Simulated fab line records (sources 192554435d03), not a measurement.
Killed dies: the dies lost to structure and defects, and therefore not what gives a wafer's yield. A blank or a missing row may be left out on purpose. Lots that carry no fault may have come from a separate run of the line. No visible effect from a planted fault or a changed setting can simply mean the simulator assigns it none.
Which tool is to blame? ; flow n5 finfet ; 24 lots with 72 wafers sampled at 6 steps, on a route of 1938 steps

== WHAT THE GAUGES READ, wafer by wafer ==
No reading from a measuring or inspecting step in the record can be judged against a usual standard deviation.

== WHAT TOOL EACH LOT RAN ON (gives the tool, then ch and the chambers of the sampled wafers, and finally the start) ==
lot;N5_BEOL_M3_HM_OPEN_17;N5_BEOL_M3_DESCUM_33;N5_BEOL_M3_ETCH_69;N5_BEOL_M3_DEGAS_44;N5_BEOL_M3_ANNEAL_49;N5_BEOL_M3_ANNEAL_82
L074;rie metal-01 ch 0,1, day 8 08:20;rie diel-03 ch 0,2,3, day 8 08:56;rie diel-03 ch 0,2,3, day 8 08:59;pvd sputter-01, day 8 10:58;pvd sputter-01, day 8 11:42;pvd sputter-01, day 8 12:08
L075;rie metal-02 ch 0,1, day 9 13:41;rie diel-03 ch 0,1,3, day 9 14:50;rie diel-03 ch 0,1,3, day 9 14:53;pvd sputter-03, day 9 21:31;pvd sputter-02, day 9 22:17;pvd sputter-02, day 9 22:43
L076;rie metal-03 ch 0,1, day 9 14:08;rie diel-03 ch 0,2, day 9 15:20;rie diel-03 ch 0,2, day 9 15:23;pvd sputter-03, day 9 21:38;pvd sputter-03, day 9 22:37;pvd sputter-03, day 9 23:03
L077;rie metal-02 ch 0,1, day 9 18:49;rie diel-03 ch 0,1, day 9 19:34;rie diel-03 ch 0,1, day 9 19:37;pvd sputter-02, day 9 22:07;pvd sputter-01, day 9 22:59;pvd sputter-01, day 9 23:25
L078;rie metal-01 ch 0,1, day 9 20:30;rie diel-01 ch 1,2,3, day 9 21:16;rie diel-01 ch 1,2,3, day 9 21:20;pvd sputter-01, day 10 01:04;pvd sputter-01, day 10 02:04;pvd sputter-01, day 10 02:30
L081;rie metal-02 ch 0,1, day 10 10:19;rie diel-06 ch 0,2,3, day 10 10:56;rie diel-06 ch 0,2,3, day 10 10:59;pvd sputter-03, day 10 14:41;pvd sputter-01, day 10 15:26;pvd sputter-01, day 10 15:53
L080;rie metal-03 ch 0,1, day 10 12:25;rie diel-01 ch 2,3, day 10 13:13;rie diel-01 ch 2,3, day 10 13:16;pvd sputter-03, day 10 14:37;pvd sputter-02, day 10 15:19;pvd sputter-02, day 10 15:46
L082;rie metal-01 ch 0,1, day 10 14:44;rie diel-06 ch 0,3, day 10 15:28;rie diel-06 ch 0,3, day 10 15:31;pvd sputter-02, day 10 19:11;pvd sputter-03, day 10 19:56;pvd sputter-03, day 10 20:22
L083;rie metal-02 ch 0,1, day 10 18:04;rie diel-06 ch 0,2, day 10 19:03;rie diel-06 ch 0,2, day 10 19:06;pvd sputter-01, day 10 22:06;pvd sputter-03, day 10 22:49;pvd sputter-03, day 10 23:16
L084;rie metal-02 ch 0,1, day 10 19:55;rie diel-03 ch 0,1,3, day 10 20:38;rie diel-03 ch 0,1,3, day 10 20:41;pvd sputter-01, day 11 03:33;pvd sputter-01, day 11 04:12;pvd sputter-01, day 11 04:38
L085;rie metal-03 ch 0,1, day 11 02:33;rie diel-03 ch 0,2, day 11 03:29;rie diel-03 ch 0,2, day 11 03:32;pvd sputter-01, day 11 06:20;pvd sputter-02, day 11 07:04;pvd sputter-02, day 11 07:30
L086;rie metal-03 ch 0, day 11 12:31;rie diel-06 ch 1,2,3, day 11 13:08;rie diel-06 ch 1,2,3, day 11 13:11;pvd sputter-01, day 11 14:59;pvd sputter-02, day 11 15:39;pvd sputter-02, day 11 16:05
L087;rie metal-02 ch 0,1, day 11 15:32;rie diel-06 ch 0,2, day 11 16:21;rie diel-06 ch 0,2, day 11 16:24;pvd sputter-03, day 13 00:04;pvd sputter-02, day 13 02:05;pvd sputter-02, day 13 02:32
L092;rie metal-02 ch 0,1, day 11 16:38;rie diel-06 ch 0,1,2, day 11 17:15;rie diel-06 ch 0,1,2, day 11 17:19;pvd sputter-01, day 11 20:23;pvd sputter-01, day 11 21:11;pvd sputter-01, day 11 21:38
L088;rie metal-03 ch 0,1, day 12 01:49;rie diel-03 ch 1,2, day 12 02:32;rie diel-03 ch 1,2, day 12 02:35;pvd sputter-01, day 12 15:15;pvd sputter-02, day 12 15:59;pvd sputter-02, day 12 16:25
L089;rie metal-01 ch 0,1, day 12 04:57;rie diel-03 ch 1,2,3, day 12 05:42;rie diel-03 ch 1,2,3, day 12 05:45;pvd sputter-02, day 13 04:40;pvd sputter-02, day 13 06:56;pvd sputter-02, day 13 07:22
L090;rie metal-01 ch 0,1, day 12 11:39;rie diel-06 ch 0,2,3, day 12 12:23;rie diel-06 ch 0,2,3, day 12 12:26;pvd sputter-03, day 13 04:29;pvd sputter-03, day 13 06:47;pvd sputter-03, day 13 07:14
L091;rie metal-01 ch 0,1, day 12 16:56;rie diel-03 ch 0,2,3, day 12 17:34;rie diel-03 ch 0,2,3, day 12 17:37;pvd sputter-02, day 13 08:51;pvd sputter-03, day 13 09:41;pvd sputter-03, day 13 10:08
L093;rie metal-01 ch 0,1, day 13 04:52;rie diel-01 ch 0,1,3, day 13 05:45;rie diel-01 ch 0,1,3, day 13 05:48;pvd sputter-01, day 14 01:56;pvd sputter-02, day 14 02:40;pvd sputter-02, day 14 03:06
L095;rie metal-02 ch 0,1, day 13 09:36;rie diel-01 ch 0,2,3, day 13 10:23;rie diel-01 ch 0,2,3, day 13 10:26;pvd sputter-02, day 14 20:17;pvd sputter-02, day 14 21:23;pvd sputter-02, day 14 21:50
L079;rie metal-01 ch 0,1, day 13 14:53;rie diel-01 ch 0,2,3, day 13 15:31;rie diel-01 ch 0,2,3, day 13 15:34;pvd sputter-03, day 14 02:04;pvd sputter-03, day 14 04:10;pvd sputter-03, day 14 04:36
L097;rie metal-01 ch 0,1, day 13 19:07;rie diel-06 ch 0,2,3, day 13 19:52;rie diel-06 ch 0,2,3, day 13 19:55;pvd sputter-01, day 14 05:50;pvd sputter-03, day 14 06:35;pvd sputter-03, day 14 07:01
L096;rie metal-02 ch 0, day 13 22:52;rie diel-03 ch 0,1,3, day 13 23:37;rie diel-03 ch 0,1,3, day 13 23:40;pvd sputter-02, day 15 00:20;pvd sputter-01, day 15 02:58;pvd sputter-01, day 15 03:25
L094;rie metal-01 ch 0,1, day 14 01:04;rie diel-06 ch 0,1, day 14 01:49;rie diel-06 ch 0,1, day 14 01:52;pvd sputter-02, day 15 04:49;pvd sputter-01, day 15 05:35;pvd sputter-01, day 15 06:02
- N5_BEOL_M3_HM_OPEN_17: chemistry Cl2/BCl3, target TiN, target depth 20 nm, overetch 6 nm.
- N5_BEOL_M3_DESCUM_33: chemistry O2, time 7 s.
- N5_BEOL_M3_ETCH_69: etches SiARC in CF4, target depth 15.6 nm, time 26 s.
- N5_BEOL_M3_DEGAS_44: time 60 s.
- N5_BEOL_M3_ANNEAL_49: time 240 s.
- N5_BEOL_M3_ANNEAL_82: time 240 s.

== AS READ BY THE TOOLS THEMSELVES (means over the sampled wafers that have a number; for cases with no such wafer, the mark the record gives instead) ==
N5_BEOL_M3_HM_OPEN_17.
lot;tool;drypump motor current A (A);oes product au (a.u.);throttle valve pct (%)
L074;rie metal-01;6.4;0.68;22.11
L075;rie metal-02;6.1;0.80;22.01
L076;rie metal-03;6.2;0.78;22.10
L077;rie metal-02;6.1;0.79;22.02
L078;rie metal-01;6.4;0.68;22.11
L081;rie metal-02;5.8;0.77;22.05
L080;rie metal-03;6.0;0.72;22.08
L082;rie metal-01;6.4;0.67;22.12
L083;rie metal-02;6.1;0.77;22.01
L084;rie metal-02;5.8;0.76;22.05
L085;rie metal-03;6.3;0.74;22.12
L086;rie metal-03;5.7;0.68;22.06
L087;rie metal-02;5.8;0.74;22.08
L092;rie metal-02;5.8;0.75;22.08
L088;rie metal-03;6.3;0.75;22.11
L089;rie metal-01;6.2;0.67;22.07
L090;rie metal-01;6.3;0.67;22.08
L091;rie metal-01;6.2;0.66;22.08
L093;rie metal-01;6.2;0.67;22.07
L095;rie metal-02;6.1;0.74;22.04
L079;rie metal-01;6.3;0.66;22.09
L097;rie metal-01;6.4;0.65;22.14
L096;rie metal-02;6.4;0.73;22.01
L094;rie metal-01;6.2;0.65;22.10

N5_BEOL_M3_DESCUM_33.
lot;tool;drypump motor current A (A);oes product au (a.u.);rf vpp V (V);showerhead plenum p Torr (Torr);throttle valve pct (%)
L074;rie diel-03;5.3;0.81;242.9;2.14;20.53
L075;rie diel-03;5.7;0.78;243.0;2.07;20.43
L076;rie diel-03;5.3;0.73;243.7;2.11;20.62
L077;rie diel-03;5.9;0.73;242.6;2.03;20.30
L078;rie diel-01;6.2;0.86;243.4;2.12;20.53
L081;rie diel-06;6.0;0.75;242.3;2.10;20.69
L080;rie diel-01;6.1;0.92;243.8;2.10;20.53
L082;rie diel-06;6.0;0.73;243.5;2.15;20.81
L083;rie diel-06;6.4;0.74;243.2;2.05;20.60
L084;rie diel-03;5.7;0.77;243.3;2.07;20.44
L085;rie diel-03;5.3;0.72;243.7;2.11;20.64
L086;rie diel-06;5.6;0.84;243.0;2.09;20.52
L087;rie diel-06;6.4;0.73;241.6;2.05;20.62
L092;rie diel-06;6.0;0.80;243.8;2.10;20.53
L088;rie diel-03;5.7;0.73;242.9;2.06;20.23
L089;rie diel-03;5.5;0.77;242.4;2.10;20.37
L090;rie diel-06;6.0;0.74;243.1;2.09;20.71
L091;rie diel-03;5.3;0.76;243.8;2.12;20.59
L093;rie diel-01;6.3;0.80;243.0;2.05;20.66
L095;rie diel-01;6.3;0.83;243.7;2.09;20.66
L079;rie diel-01;6.3;0.83;242.6;2.09;20.67
L097;rie diel-06;6.0;0.83;243.4;2.09;20.62
L096;rie diel-03;5.7;0.75;243.4;2.06;20.46
L094;rie diel-06;5.6;0.93;244.2;2.14;20.36

N5_BEOL_M3_ETCH_69.
lot;tool;drypump motor current A (A);etch rf on time s (s);oes product au (a.u.);rf vpp V (V);showerhead plenum p Torr (Torr);throttle valve pct (%)
L074;rie diel-03;5.3;26.3;0.68;184.0;2.18;15.70
L075;rie diel-03;5.7;25.9;0.67;184.2;2.12;15.59
L076;rie diel-03;5.3;26.2;0.63;183.6;2.16;15.83
L077;rie diel-03;5.9;25.7;0.62;183.2;2.08;15.49
L078;rie diel-01;6.2;25.4;0.74;183.9;2.17;15.66
L081;rie diel-06;6.0;26.0;0.65;184.3;2.14;15.82
L080;rie diel-01;6.1;25.3;0.78;184.3;2.16;15.65
L082;rie diel-06;6.0;25.8;0.63;185.5;2.19;15.93
L083;rie diel-06;6.4;25.9;0.63;185.2;2.11;15.81
L084;rie diel-03;5.6;25.9;0.66;182.8;2.11;15.60
L085;rie diel-03;5.4;26.0;0.61;183.7;2.15;15.86
L086;rie diel-06;5.6;25.7;0.73;184.4;2.13;15.63
L087;rie diel-06;6.4;26.1;0.63;183.3;2.11;15.84
L092;rie diel-06;6.0;25.8;0.69;183.6;2.15;15.69
L088;rie diel-03;5.8;25.9;0.63;182.9;2.11;15.45
L089;rie diel-03;5.5;26.0;0.66;184.3;2.14;15.57
L090;rie diel-06;6.0;25.5;0.64;184.5;2.14;15.87
L091;rie diel-03;5.3;26.3;0.65;184.7;2.17;15.78
L093;rie diel-01;6.3;26.0;0.68;183.2;2.10;15.77
L095;rie diel-01;6.3;25.4;0.72;184.0;2.14;15.80
L079;rie diel-01;6.3;25.7;0.72;183.3;2.14;15.81
L097;rie diel-06;6.0;25.9;0.71;183.7;2.14;15.72
L096;rie diel-03;5.7;26.2;0.64;183.9;2.11;15.65
L094;rie diel-06;5.6;25.7;0.79;185.0;2.19;15.43

N5_BEOL_M3_DEGAS_44.
lot;tool;heater power w (W)
L074;pvd sputter-01;351
L075;pvd sputter-03;294
L076;pvd sputter-03;334
L077;pvd sputter-02;330
L078;pvd sputter-01;359
L081;pvd sputter-03;340
L080;pvd sputter-03;336
L082;pvd sputter-02;328
L083;pvd sputter-01;372
L084;pvd sputter-01;334
L085;pvd sputter-01;319
L086;pvd sputter-01;332
L087;pvd sputter-03;342
L092;pvd sputter-01;331
L088;pvd sputter-01;348
L089;pvd sputter-02;342
L090;pvd sputter-03;338
L091;pvd sputter-02;327
L093;pvd sputter-01;304
L095;pvd sputter-02;330
L079;pvd sputter-03;338
L097;pvd sputter-01;328
L096;pvd sputter-02;330
L094;pvd sputter-02;337

N5_BEOL_M3_ANNEAL_49.
lot;tool;heater power w (W);susceptor_temp_C_max
L074;pvd sputter-01;903;401.1
L075;pvd sputter-02;781;400.8
L076;pvd sputter-03;783;401.3
L077;pvd sputter-01;830;401.3
L078;pvd sputter-01;822;400.9
L081;pvd sputter-01;880;400.9
L080;pvd sputter-02;839;400.8
L082;pvd sputter-03;800;401.4
L083;pvd sputter-03;790;401.2
L084;pvd sputter-01;796;401.5
L085;pvd sputter-02;852;400.8
L086;pvd sputter-02;854;400.8
L087;pvd sputter-02;837;400.8
L092;pvd sputter-01;823;401.1
L088;pvd sputter-02;776;401.2
L089;pvd sputter-02;836;401.0
L090;pvd sputter-03;794;401.4
L091;pvd sputter-03;842;401.2
L093;pvd sputter-02;829;400.6
L095;pvd sputter-02;782;400.6
L079;pvd sputter-03;742;401.3
L097;pvd sputter-03;781;400.9
L096;pvd sputter-01;857;401.3
L094;pvd sputter-01;887;401.0

N5_BEOL_M3_ANNEAL_82.
lot;tool;heater power w (W);susceptor_temp_C_max
L074;pvd sputter-01;892;401.0
L075;pvd sputter-02;784;400.9
L076;pvd sputter-03;790;401.5
L077;pvd sputter-01;822;401.2
L078;pvd sputter-01;830;401.3
L081;pvd sputter-01;894;400.8
L080;pvd sputter-02;836;401.0
L082;pvd sputter-03;798;401.1
L083;pvd sputter-03;794;401.0
L084;pvd sputter-01;789;401.7
L085;pvd sputter-02;849;401.0
L086;pvd sputter-02;848;401.0
L087;pvd sputter-02;846;401.0
L092;pvd sputter-01;823;401.1
L088;pvd sputter-02;775;401.0
L089;pvd sputter-02;835;400.8
L090;pvd sputter-03;787;401.4
L091;pvd sputter-03;852;401.4
L093;pvd sputter-02;818;400.8
L095;pvd sputter-02;795;400.9
L079;pvd sputter-03;737;401.4
L097;pvd sputter-03;788;401.0
L096;pvd sputter-01;860;401.1
L094;pvd sputter-01;879;400.8

== THE ANSWER, worked out from the rows above alone ==
Rule: the lots themselves supply what counts as usual. Put in order of their means at a reading, lots are off if they are a third of the lots or fewer, leave a main group of 4 or more, and stand apart from it by a gap of 3 or more times the standard deviation of the main group's means; of several such gaps the widest counts. The tables above print the reading to a certain number of digits; a main group whose means all agree to those digits is not used. A lot without any number at a reading at which 4 lots or more have one is off too. Where the step has rows for the other lots, those lots are counted as sound. After the gauges, taken in route order, come the tools' own readings; for these a lot's mean is taken, as printed above. At the first step where some lot is off, the reading lying furthest off is the one used; lots without a number count as furthest.
None of the lots is off at any reading shown; this tells nothing.

== WHAT THE SIMULATOR PUT IN ==
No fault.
